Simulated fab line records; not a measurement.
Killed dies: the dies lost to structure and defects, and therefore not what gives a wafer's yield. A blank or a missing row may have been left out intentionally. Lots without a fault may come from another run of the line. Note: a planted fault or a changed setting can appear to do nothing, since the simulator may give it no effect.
fab line records    flow n5Finfet
record lots=7  wafers=21
route steps=1938 shown BEOL_M2@890 BEOL_M3@974 BEOL_M4@1047
startH: the number of hours between the record's first day and the start of the first shown wafer of the lot    waitH: time in hours since the lot's previous step    " as in the row above    L1.1+2: several wafers, shown together as one row    - no value, or no start given    * or withheld: withheld    < > ~ a bound
route shown NAME@n: NAME is a module with steps in the file, n the number in the route of the first one    usual: the fault-free wafers' mean and standard deviation    same: alike in all rows    chamber/n: place in a boat    sites: the reading at each site    _std_site: the values' standard deviation    _edge_site: the outer-site mean with the inner-site mean subtracted    radiusMm: how far each site lies from the wafer's centre    mask NAME#n: copy n    behind: the most recent tool/chamber to have shaped the wafer    hold: the reason the lot was held/the length of the hold in hours/how it ended    device: names the non-switching transistor (n, p or np)    end of line: at the end of the route, the tests of the same wafers    a step given without rows: its recipe and nothing more    killed: at the first sort, the dies lost to defects and structure; wafer yield is something else    map: per-die view of a wafer (x killed, . not killed, _ where there is no die)
set.NAME: setting as actually run; set.NAME@STEP: the setting as run at that earlier step    model.NAME: the simulator's own value behind a step, which no gauge read
lots where settings were altered on purpose, with a table for each step and a row for each wafer
## steps
# step N5_BEOL_M2_TRENCH_ETCH_37
# recipe chemistry=C4F6/O2  targetDepthA=555.55  target=SiOC  timeS=29.2  ionEnergyEv=250  pressureMtorr=30  sourceW=355  biasW=185  Ar_flow_sccm=300  C4F6_flow_sccm=10  O2_flow_sccm=10
lot.wafer  tool        chamber  startH  waitH  set.timeS  model.etch.depthNm  model.BEOL_M2.featureDepthNm
L075.1     rieDiel-05  2        -       -      25.29      49.21               49.2
L075.3     "           0        "       "      25.29      48.21               48.2
L075.6     "           0        "       "      25.29      48.2                48.2
L076.4     rieDiel-01  2        -       -      29.2       57.88               57.8
L076.5     "           0        "       "      31.75      61.37               61.4
L076.6     "           1        "       "      29.2       54.74               54.8
L078.2     rieDiel-01  2        -       -      29.2       57.71               57.8
L078.3     "           0        "       "      34.7       66.74               66.8
L078.5     "           2        "       "      34.7       68.74               68.8
L082.1     rieDiel-01  3        -       -      29.2       56.45               56.4
L082.3     "           1        "       "      29.2       54.63               54.6
L082.4     "           0        "       "      29.2       56.15               56.2
L083.2     rieDiel-05  0        -       -      24.67      47.19               47.2
L083.4     "           2        "       "      24.67      48.89               48.8
L083.6     "           3        "       "      29.2       58.39               58.4
L087.3     rieDiel-03  1        -       -      29.2       56.67               56.6
L087.5     "           3        "       "      29.2       57.76               57.8
L087.6     "           0        "       "      29.2       57.14               57.2
L089.2     rieDiel-03  3        -       -      29.2       57.99               58
L089.3     "           0        "       "      29.2       56.85               56.8
L089.6     "           3        "       "      29.2       57.51               57.6
# step N5_BEOL_M2_ETCH_41
# recipe chemistry=CH3F/O2  target=SiCN  targetDepthA=299  taperDeg=2  timeS=52.5  ionEnergyEv=120  maskMaterial=TiN  pressureMtorr=30  sourceW=395  biasW=75  Ar_flow_sccm=150  CH3F_flow_sccm=30  O2_flow_sccm=20
# step N5_BEOL_M2_STRIP_97
# recipe chemistry=N2/H2  timeS=10  powerW=450  tempC=40  pressureMtorr=20  rfFrequencyHz=6e+07  biasPowerW=7  n2FlowSccm=200  h2FlowSccm=200
# step N5_BEOL_M2_OCD_MEAS_38
# usual trenchDepthNm=56.6/1.2
lot.wafer  tool    chamber  startH  waitH  set.timeS@BEOL_M2_TRENCH_ETCH_37  trenchDepthNm
L075.1     ocd-01  -        158.92  -      25.29                             49.1
L075.3     "       -        "       "      25.29                             48.5
L075.6     "       -        "       "      25.29                             48.3
L076.4     ocd-02  -        158.96  -      29.2                              57.6
L076.5     "       -        "       "      31.75                             61.3
L076.6     "       -        "       "      29.2                              54.8
L078.2     ocd-01  -        165.13  -      29.2                              58.0
L078.3     "       -        "       "      34.7                              65.8
L078.5     "       -        "       "      34.7                              68.9
L082.1     ocd-01  -        197.17  -      29.2                              56.4
L082.3     "       -        "       "      29.2                              54.7
L082.4     "       -        "       "      29.2                              56.6
L083.2     ocd-02  -        202.94  -      24.67                             46.9
L083.4     "       -        "       "      24.67                             49.1
L083.6     "       -        "       "      29.2                              58.6
L087.3     ocd-01  -        224.82  -      29.2                              56.4
L087.5     "       -        "       "      29.2                              57.7
L087.6     "       -        "       "      29.2                              57.2
L089.2     ocd-01  -        233.51  -      29.2                              58.5
L089.3     "       -        "       "      29.2                              57.0
L089.6     "       -        "       "      29.2                              58.2
# step N5_BEOL_M2_ALD_84
# recipe material=TaN  targetThkA=*  tempC=275  aldPrecursorFamily=PDMAT  aldCoReactant=NH3  pressureTorr=3  carrierFlowSccm=1500  pulseTimeS=2  purgeTimeS=3  coReactantPurgeTimeS=2  coReactantPulseTimeS=3  aldCycles=30  precursorVesselTempC=75  precursorVesselPressureTorr=26.25  precursorVesselCarrierSccm=1000
lot.wafer   tool         chamber  startH  waitH  set.aldCycles
L075.1+3    aldMetal-04  3,1      159.43  0.1    30
L075.6      "            1        "       "      26
L076.4      aldMetal-03  3        159.49  0.0    33
L076.5+6    "            0,3      "       "      30
L078.2+3+5  aldMetal-01  1,2,1    165.54  0.0    30
L082.1+3+4  aldMetal-03  3,0,2    197.70  0.0    30
L083.2+4    aldMetal-03  1,0      203.49  0.1    34
L083.6      "            0        "       "      30
L087.3+6    aldMetal-03  0,2      225.42  0.0    30
L087.5      "            1        "       "      32
L089.2+6    aldMetal-04  3,1      233.97  0.0    26
L089.3      "            2        "       "      30
# step N5_BEOL_M2_SURFACE_TREAT_85
# recipe gas=Ar  timeS=*  ionEnergyEv=*  ionCurrentMaCm2=0.5  pressureMtorr=*  arFlowSccm=30
# step N5_BEOL_M2_CVD_47
# recipe material=Co  targetThkA=30  tempC=withheld  precursor=CCTBA/H2  pressureTorr=30  timeS=223.8
# step N5_BEOL_M2_ECD_50
# recipe material=Cu  targetThkA=3000
# step N5_BEOL_M2_ANNEAL_51
# recipe tempC=225  timeS=90  ambient=N2
# step N5_BEOL_M2_CMP_52
# recipe stopOn=SiOC  tOverpolishS=6.8  downForcePsi=1  platenRpm=50  clearingPlatenDownForcePsi=1.5  clearingPlatenRpm=50  postCmpClean=cuAlkaline  targetThkNm=40  clearingPlatenPadVelocityMS=0.99484  padVelocityMS=0.99484
lot.wafer  tool    chamber  startH  waitH  set.timeS@BEOL_M2_TRENCH_ETCH_37  model.Cu_of_BEOL_M2_ECD_50.thkNm
L075.1     cmp-03  3        162.26  0.3    25.29                             32.2
L075.3     "       0        "       "      25.29                             29.8
L075.6     "       0        "       "      25.29                             29.6
L076.4     cmp-01  0        162.78  0.1    29.2                              41.4
L076.6     "       0        "       "      29.2                              38.4
L076.5     "       1        "       "      31.75                             46.8
L078.2     cmp-02  2        170.08  0.2    29.2                              43
L078.3     "       3        "       "      34.7                              51.6
L078.5     "       2        "       "      34.7                              52.8
L082.3     cmp-03  2        200.44  0.2    29.2                              37.4
L082.4     "       3        "       "      29.2                              37.8
L082.1     "       1        "       "      29.2                              40.6
L083.2     cmp-02  3        206.60  0.2    24.67                             30
L083.4     "       1        "       "      24.67                             33.2
L083.6     "       3        "       "      29.2                              42.4
L087.3     cmp-01  3        228.38  0.3    29.2                              40.4
L087.5     "       1        "       "      29.2                              40.8
L087.6     "       2        "       "      29.2                              41.4
L089.2     cmp-01  0        238.67  0.4    29.2                              43.6
L089.3     "       2        "       "      29.2                              41.2
L089.6     "       0        "       "      29.2                              42.8
# step N5_BEOL_M2_THK_MEAS_53
# recipe thkMeasGauge=xrf  reads=Cu_of_BEOL_M2_ECD_50
# usual M2_THK=40.4/1.8
lot.wafer  tool          chamber  startH  waitH  set.timeS@BEOL_M2_TRENCH_ETCH_37  M2_THK[nm]
L075.1     filmMetro-01  -        162.56  -      25.29                             32.0
L075.3     "             -        "       "      25.29                             29.5
L075.6     "             -        "       "      25.29                             29.3
L076.4     filmMetro-02  -        163.07  -      29.2                              41.2
L076.5     "             -        "       "      31.75                             47.0
L076.6     "             -        "       "      29.2                              38.3
L078.2     filmMetro-01  -        170.37  -      29.2                              42.6
L078.3     "             -        "       "      34.7                              51.1
L078.5     "             -        "       "      34.7                              52.5
L082.1     filmMetro-02  -        200.74  -      29.2                              40.5
L082.3     "             -        "       "      29.2                              37.4
L082.4     "             -        "       "      29.2                              37.8
L083.2     filmMetro-01  -        206.86  -      24.67                             29.8
L083.4     "             -        "       "      24.67                             32.8
L083.6     "             -        "       "      29.2                              42.1
L087.3     filmMetro-02  -        228.60  -      29.2                              40.2
L087.5     "             -        "       "      29.2                              40.7
L087.6     "             -        "       "      29.2                              41.4
L089.2     filmMetro-01  -        238.93  -      29.2                              42.9
L089.3     "             -        "       "      29.2                              40.5
L089.6     "             -        "       "      29.2                              42.1
# step N5_BEOL_M3_ETCH_70
# recipe chemistry=N2/H2  target=SOC  targetDepthA=800  overetchA=160  maskMaterial=SiARC  tempC=40  timeS=120  ionEnergyEv=200  pressureMtorr=30  sourceW=840  biasW=150  n2FlowSccm=200  h2FlowSccm=200
# usual rfVppV=523.2/2
lot.wafer  tool        chamber  startH  waitH  set.sourceW  rfVppV
L076.4     rieDiel-04  1        168.74  0.0    937.6        505.6
L076.5     "           1        "       "      840          524.2
L076.6     "           0        "       "      840          523.3
L075.1     rieDiel-02  3        168.82  0.0    908.2        509.0
L075.3     "           0        "       "      840          524.1
L075.6     "           1        "       "      840          523.2
L078.2     rieDiel-02  2        179.02  0.0    840          522.9
L078.3     "           3        "       "      691.5        554.7
L078.5     "           0        "       "      840          523.8
L082.1     rieDiel-04  1        208.68  0.0    840          523.0
L082.3     "           0        "       "      840          522.0
L082.4     "           3        "       "      840          527.2
L083.2     rieDiel-04  3        217.60  0.0    702          557.9
L083.4     "           2        "       "      840          526.0
L083.6     "           0        "       "      702          554.4
L087.3     rieDiel-02  1        232.94  0.0    840          521.0
L087.5     "           2        "       "      701.9        554.2
L087.6     "           1        "       "      701.9        553.8
L089.2     rieDiel-06  3        243.57  0.0    770.3        536.7
L089.3     "           2        "       "      840          524.9
L089.6     "           0        "       "      840          522.6
# step N5_BEOL_M3_TRENCH_ETCH_37
# recipe chemistry=C4F6/O2  targetDepthA=555.55  target=SiOC  timeS=29.2  ionEnergyEv=250  pressureMtorr=30  sourceW=355  biasW=185  Ar_flow_sccm=300  C4F6_flow_sccm=10  O2_flow_sccm=10
lot.wafer  tool        chamber  startH  waitH  set.timeS  model.etch.depthNm  model.BEOL_M3.featureDepthNm
L076.4     rieDiel-04  1        -       -      29.2       54.71               54.8
L076.5     "           1        "       "      29.2       54.66               54.6
L076.6     "           0        "       "      29.2       54.6                54.6
L075.1     rieDiel-02  3        -       -      29.2       56.46               56.4
L075.3     "           0        "       "      31.44      60.09               60
L075.6     "           1        "       "      31.44      60.33               60.4
L078.2     rieDiel-02  2        -       -      23.18      42.24               42.2
L078.3     "           3        "       "      29.2       56.48               56.4
L078.5     "           0        "       "      29.2       56.03               56
L082.1     rieDiel-04  1        -       -      29.2       54.49               54.4
L082.3     "           0        "       "      29.2       54.23               54.2
L082.4     "           3        "       "      29.2       53.74               53.8
L083.2     rieDiel-04  3        -       -      31.36      57.94               58
L083.4     "           2        "       "      29.2       53.9                53.8
L083.6     "           0        "       "      29.2       54.92               55
L087.3     rieDiel-02  1        -       -      22.88      44.2                44.2
L087.5     "           2        "       "      29.2       53.72               53.8
L087.6     "           1        "       "      29.2       56.29               56.2
L089.2     rieDiel-06  3        -       -      29.2       54.91               55
L089.3     "           2        "       "      29.2       53.83               53.8
L089.6     "           0        "       "      29.2       54.04               54
# step N5_BEOL_M3_ETCH_41
# recipe chemistry=CH3F/O2  target=SiCN  targetDepthA=299  taperDeg=2  timeS=52.5  ionEnergyEv=120  maskMaterial=TiN  pressureMtorr=30  sourceW=395  biasW=75  Ar_flow_sccm=150  CH3F_flow_sccm=30  O2_flow_sccm=20
# step N5_BEOL_M3_STRIP_97
# recipe chemistry=N2/H2  timeS=10  powerW=450  tempC=40  pressureMtorr=20  rfFrequencyHz=6e+07  biasPowerW=7  n2FlowSccm=200  h2FlowSccm=200
# step N5_BEOL_M3_OCD_MEAS_38
# usual trenchDepthNm=55.1/1.1
lot.wafer  tool    chamber  startH  waitH  set.timeS@BEOL_M3_TRENCH_ETCH_37  trenchDepthNm
L076.4     ocd-02  -        169.10  -      29.2                              54.3
L076.5     "       -        "       "      29.2                              55.1
L076.6     "       -        "       "      29.2                              55.0
L075.1     ocd-01  -        169.18  -      29.2                              56.7
L075.3     "       -        "       "      31.44                             60.4
L075.6     "       -        "       "      31.44                             60.1
L078.2     ocd-02  -        179.38  -      23.18                             42.4
L078.3     "       -        "       "      29.2                              56.4
L078.5     "       -        "       "      29.2                              55.4
L082.1     ocd-02  -        209.04  -      29.2                              54.7
L082.3     "       -        "       "      29.2                              54.6
L082.4     "       -        "       "      29.2                              53.7
L083.2     ocd-02  -        217.96  -      31.36                             57.4
L083.4     "       -        "       "      29.2                              53.4
L083.6     "       -        "       "      29.2                              55.1
L087.3     ocd-02  -        233.30  -      22.88                             43.6
L087.5     "       -        "       "      29.2                              53.4
L087.6     "       -        "       "      29.2                              56.2
L089.2     ocd-01  -        243.92  -      29.2                              55.0
L089.3     "       -        "       "      29.2                              54.1
L089.6     "       -        "       "      29.2                              53.9
# step N5_BEOL_M4_COAT_67
# recipe resist=SOC  tempC=250  timeS=60  spinRpm=1500  resistThkNm=60
lot.wafer   tool           chamber  startH  waitH  set.spinRpm  model.SOC_of_BEOL_M4_COAT_67.thkNm
L076.4+5    lithoTrack-02  0        176.06  0.0    1624         57.6
L076.6      "              0        "       "      1500         60
L075.1+3+6  lithoTrack-01  0        176.22  0.0    1500         60
L078.2+3+5  lithoTrack-02  0        189.43  0.0    1500         60
L082.1+4    lithoTrack-02  0        214.79  0.0    1500         60
L082.3      "              0        "       "      1500         59.8
L083.2      lithoTrack-04  0        224.10  0.0    1500         60
L083.4      "              0        "       "      1599         58
L083.6      "              0        "       "      1500         59.6
L087.3+5+6  lithoTrack-02  0        240.22  0.0    1500         60
L089.2+6    lithoTrack-02  0        252.21  0.0    1500         59.6
L089.3      "              0        "       "      1608         57.6
# step N5_BEOL_M4_EXPOSE_25
# recipe maskId=V3  na=0.33  sourceShape=quasar  sigmaInner=0.2  sigmaOuter=0.8  polarization=unpolarized  defocusNm=5  doseMj=63
lot.wafer   tool           chamber  startH  waitH  mask  set.doseMj
L076.4+5    euvScanner-02  0        176.34  -      V3#0  59.83
L076.6      "              0        "       "      V3#0  63
L075.1+6    euvScanner-02  0        176.37  -      V3#0  63
L075.3      "              0        "       "      V3#0  65.7
L078.2+3+5  euvScanner-01  0        189.57  -      V3#0  63
L082.1+3+4  euvScanner-02  0        214.92  -      V3#0  63
L083.2+4+6  euvScanner-01  0        224.29  -      V3#0  63
L087.3+5+6  euvScanner-02  0        240.37  -      V3#0  63
L089.2+6    euvScanner-01  0        252.49  -      V3#0  58.79
L089.3      "              0        "       "      V3#0  63
# step N5_BEOL_M4_PEB_26
# recipe pebTempC=100  pebTimeS=60  resist=CAR-EUV
# step N5_BEOL_M4_DEVELOP_27
# recipe developTimeS=30  developer=TMAH  resist=CAR-EUV  rinseLiquid=surfactantRinse  dry=airSpin  devTempC=23
# step N5_BEOL_M4_CD_MEAS_28
# recipe targetCdNm=26.2  landingEnergyEv=500  detector=seInlens  targetCdYNm=24.1  polarity=opening
# usual cdNm=26.16/0.23
lot.wafer  tool      chamber  startH  waitH  set.doseMj@BEOL_M4_EXPOSE_25  cdNm
L076.4     cdSem-02  0        176.47  -      59.83                         25.03
L076.5     "         0        "       "      59.83                         25.01
L076.6     "         0        "       "      63                            25.94
L075.1     cdSem-03  0        176.52  -      63                            26.30
L075.3     "         0        "       "      65.7                          27.28
L075.6     "         0        "       "      63                            26.37
L078.2     cdSem-03  0        189.71  -      63                            26.38
L078.3     "         0        "       "      63                            26.10
L078.5     "         0        "       "      63                            26.12
L082.1     cdSem-01  0        215.07  -      63                            25.99
L082.3     "         0        "       "      63                            26.00
L082.4     "         0        "       "      63                            26.31
L083.2     cdSem-02  0        224.42  -      63                            26.42
L083.4     "         0        "       "      63                            26.07
L083.6     "         0        "       "      63                            26.39
L087.3     cdSem-03  0        240.50  -      63                            26.47
L087.5     "         0        "       "      63                            26.04
L087.6     "         0        "       "      63                            26.05
L089.2     cdSem-02  0        252.62  -      58.79                         25.26
L089.3     "         0        "       "      63                            25.95
L089.6     "         0        "       "      58.79                         24.81
# step N5_BEOL_M4_ALD_98
# recipe material=SiO2  targetThkA=25  tempC=100  aldPrecursorFamily=BDEAS  aldCoReactant=O2-plasma  pulseTimeS=1  coReactantPulseTimeS=1  purgeTimeS=2  coReactantPurgeTimeS=2  aldCycles=17  pressureTorr=2
# step N5_BEOL_M4_ETCHBACK_99
# recipe chemistry=CHF3  target=SiO2  targetDepthA=50  timeS=10.4  sourceW=215  biasW=47  Ar_flow_sccm=200  CHF3_flow_sccm=12  ionEnergyEv=100  pressureMtorr=30
# step N5_BEOL_M4_ETCH_70
# recipe chemistry=N2/H2  target=SOC  targetDepthA=800  overetchA=240  maskMaterial=SiARC  tempC=40  timeS=130  ionEnergyEv=200  pressureMtorr=30  sourceW=840  biasW=150  n2FlowSccm=200  h2FlowSccm=200
lot.wafer  tool        chamber  startH  waitH  set.spinRpm@BEOL_M4_COAT_67  model.etch.depthNm
L075.1     rieDiel-01  2        178.98  0.0    1500                         59.95
L075.3     "           0        "       "      1500                         59.96
L075.6     "           2        "       "      1500                         59.97
L076.4     rieDiel-03  0        193.07  0.0    1624                         57.54
L076.5     "           1        "       "      1624                         57.57
L076.6     "           0        "       "      1500                         60.04
L078.2     rieDiel-05  3        196.63  0.0    1500                         60.01
L078.3     "           2        "       "      1500                         59.91
L078.5     "           1        "       "      1500                         59.92
L082.1     rieDiel-05  2        221.59  0.0    1500                         59.92
L082.3     "           0        "       "      1500                         59.8
L082.4     "           1        "       "      1500                         59.95
L083.2     rieDiel-01  3        224.85  0.0    1500                         59.93
L083.4     "           2        "       "      1599                         58.03
L083.6     "           2        "       "      1500                         59.68
L087.3     rieDiel-01  1        246.93  0.0    1500                         60.07
L087.5     "           0        "       "      1500                         59.94
L087.6     "           1        "       "      1500                         59.92
L089.2     rieDiel-05  2        254.52  0.0    1500                         59.57
L089.3     "           3        "       "      1608                         57.66
L089.6     "           2        "       "      1500                         59.5
# step N5_BEOL_M4_STRIP_71
# recipe chemistry=N2/H2  tempC=40  n2FlowSccm=200  h2FlowSccm=200  rfFrequencyHz=6e+07
# step N5_BEOL_M4_STRIP_78
# recipe chemistry=N2/H2  tempC=40  n2FlowSccm=200  h2FlowSccm=200  rfFrequencyHz=6e+07
# step N5_BEOL_M4_VIA_ETCH_34
# recipe chemistry=C4F6/O2  targetDepthA=694  maskMaterial=SOC  pressureMtorr=15  ionEnergyEv=250  taperDeg=4  timeS=65.9  sourceW=350  biasW=170  Ar_flow_sccm=300  C4F6_flow_sccm=10  O2_flow_sccm=10
lot.wafer   tool        chamber  startH  waitH  set.spinRpm@BEOL_M4_COAT_67  model.SOC_of_BEOL_M4_COAT_67.thkNm
L075.1      rieDiel-01  2        179.09  0.0    1500                         51.4
L075.3      "           0        "       "      1500                         51.8
L075.6      "           2        "       "      1500                         51.6
L076.4      rieDiel-03  0        193.17  0.0    1624                         49.2
L076.5      "           1        "       "      1624                         49.4
L076.6      "           0        "       "      1500                         51.8
L078.2+3    rieDiel-05  3,2      196.73  0.0    1500                         51.6
L078.5      "           1        "       "      1500                         51.4
L082.1+4    rieDiel-05  2,1      221.70  0.0    1500                         51.6
L082.3      "           0        "       "      1500                         51.8
L083.2      rieDiel-01  3        224.96  0.0    1500                         51.6
L083.4      "           2        "       "      1599                         49.6
L083.6      "           2        "       "      1500                         51.2
L087.3+5+6  rieDiel-01  1,0,1    247.03  0.0    1500                         51.8
L089.2+6    rieDiel-05  2        254.62  0.0    1500                         51.2
L089.3      "           3        "       "      1608                         49.2
## key
split step=N5_BEOL_M2_TRENCH_ETCH_37  setting=timeS  stated=29.2  by=wafer
response step=N5_BEOL_M2_TRENCH_ETCH_37  reading=model.etch.depthNm  change=+0.586  per=1%  r=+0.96
response step=N5_BEOL_M2_TRENCH_ETCH_37  reading=model.BEOL_M2.featureDepthNm  change=+0.587  per=1%  r=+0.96
response step=N5_BEOL_M2_OCD_MEAS_38  reading=trenchDepthNm  change=+0.574  per=1%  r=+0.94
response step=N5_BEOL_M2_CMP_52  reading=model.Cu_of_BEOL_M2_ECD_50.thkNm  change=+0.597  per=1%  r=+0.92
response step=N5_BEOL_M2_THK_MEAS_53  reading=M2_THK  change=+0.6  per=1%  r=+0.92
split step=N5_BEOL_M2_ALD_84  setting=aldCycles  stated=30  by=wafer
response none clear
split step=N5_BEOL_M3_ETCH_70  setting=sourceW  stated=840  by=wafer
response step=N5_BEOL_M3_ETCH_70  reading=rfVppV  change=-1.81  per=1%  r=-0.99
split step=N5_BEOL_M3_TRENCH_ETCH_37  setting=timeS  stated=29.2  by=wafer
response step=N5_BEOL_M3_TRENCH_ETCH_37  reading=model.etch.depthNm  change=+0.574  per=1%  r=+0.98
response step=N5_BEOL_M3_TRENCH_ETCH_37  reading=model.BEOL_M3.featureDepthNm  change=+0.574  per=1%  r=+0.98
response step=N5_BEOL_M3_OCD_MEAS_38  reading=trenchDepthNm  change=+0.567  per=1%  r=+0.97
split step=N5_BEOL_M4_COAT_67  setting=spinRpm  stated=1500  by=wafer
response step=N5_BEOL_M4_COAT_67  reading=model.SOC_of_BEOL_M4_COAT_67.thkNm  change=-0.282  per=1%  r=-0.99
response step=N5_BEOL_M4_ETCH_70  reading=model.etch.depthNm  change=-0.279  per=1%  r=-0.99
response step=N5_BEOL_M4_VIA_ETCH_34  reading=model.SOC_of_BEOL_M4_COAT_67.thkNm  change=-0.287  per=1%  r=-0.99
split step=N5_BEOL_M4_EXPOSE_25  setting=doseMj  stated=63  by=wafer
response step=N5_BEOL_M4_CD_MEAS_28  reading=cdNm  change=+0.168  per=1%  r=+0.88
